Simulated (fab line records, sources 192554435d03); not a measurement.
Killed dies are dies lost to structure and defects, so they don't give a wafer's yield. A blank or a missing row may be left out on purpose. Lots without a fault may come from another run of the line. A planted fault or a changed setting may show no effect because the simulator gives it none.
One fault seen from 2 desks | flow n5_finfet | each desk has only its own numbers; what lay behind them comes last

THE TOOL OWNER'S DESK: cvd_co-01
The tool's own readings at N5_BEOL_M2_CO_CAP_55 (material Co, precursor CCTBA/H2, target thk 2 nm, time 102.1 s): means of the sampled wafers that have a number, for each lot that ran on this tool. A lot is out of limits, marked OUT, if its mean lies more than 4 standard deviations from the usual mean; the brackets give that distance.
Columns: A = heater_power_w at N5_BEOL_M2_CO_CAP_55, usual 251 W; B = run_length_s at N5_BEOL_M2_CO_CAP_55, usual 125.0 s
lot  | first seen here | A   | B
L972 | day 7 11:07     | 288 | 124.9
L983 | day 10 07:50    | 263 | 215.1 (+99 or more) OUT
L984 | day 10 16:54    | 257 | 185.8 (+94) OUT
This desk's finding: out of limits on L983, L984; first on L983, day 10 07:50 (run_length_s at N5_BEOL_M2_CO_CAP_55). In limits: L972.

THE METROLOGY DESK
What the gauges read, lot by lot, whatever tool the lot ran on: means of the sampled wafers that have a number. A lot is out of limits, marked OUT, if its mean lies more than 4 standard deviations from the usual mean; the brackets give that distance. Of its 11 readings 7 are shown: those that lie furthest out on some lot.
Columns: A = DIBL_P at N5_BEOL_M4_RC_MEAS_101, usual 36.2 mV/V; B = IOFF_P at N5_BEOL_M4_RC_MEAS_101, usual 0.21 nA/um; C = ION_N at N5_BEOL_M4_RC_MEAS_101, usual 673 uA/um; D = ION_P at N5_BEOL_M4_RC_MEAS_101, usual 462 uA/um; E = SS_N at N5_BEOL_M4_RC_MEAS_101, usual 71.4 mV/dec; F = SS_P at N5_BEOL_M4_RC_MEAS_101, usual 73.2 mV/dec; G = VT_P at N5_BEOL_M4_RC_MEAS_101, usual -251 mV
lot  | first seen here | A    | B    | C   | D   | E    | F    | G
L972 | day 7 11:03     | 38.0 | 0.27 | 691 | 469 | 71.6 | 73.9 | -244
L973 | day 7 14:47     | 34.7 | 0.20 | 667 | 461 | 70.8 | 73.0 | -251
L978 | day 9 21:03     | 37.4 | 0.22 | 668 | 463 | 71.7 | 73.6 | -249
L983 | day 10 07:46    | 36.9 | 0.23 | 669 | 471 | 71.4 | 73.1 | -247
L982 | day 10 09:27    | 32.9 | 0.15 | 666 | 455 | 70.6 | 72.3 | -256
L984 | day 10 16:42    | 36.7 | 0.24 | 687 | 472 | 72.1 | 73.4 | -249
This desk's finding: nothing out of limits on any of the 6 lots.

PUT TOGETHER
The tool owner's desk could have raised an alarm at day 10 07:50, on L983, L984.
The metrology desk saw nothing out of limits.
The metrology desk has L983, L984 on record, within its limits.
Of the lots named, all ran N5_BEOL_M2_CO_CAP_55 on cvd_co-01.

WHAT THE SIMULATOR HAD PUT IN
Process parameter drift: cvd_co-01, from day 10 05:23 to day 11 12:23, at N5_BEOL_M2_CO_CAP_55. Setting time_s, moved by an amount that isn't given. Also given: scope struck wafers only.
Lots struck among those shown: L983, L984.
Hours from the fault's start to each desk's first reading out of limits: the tool owner's desk, 2.
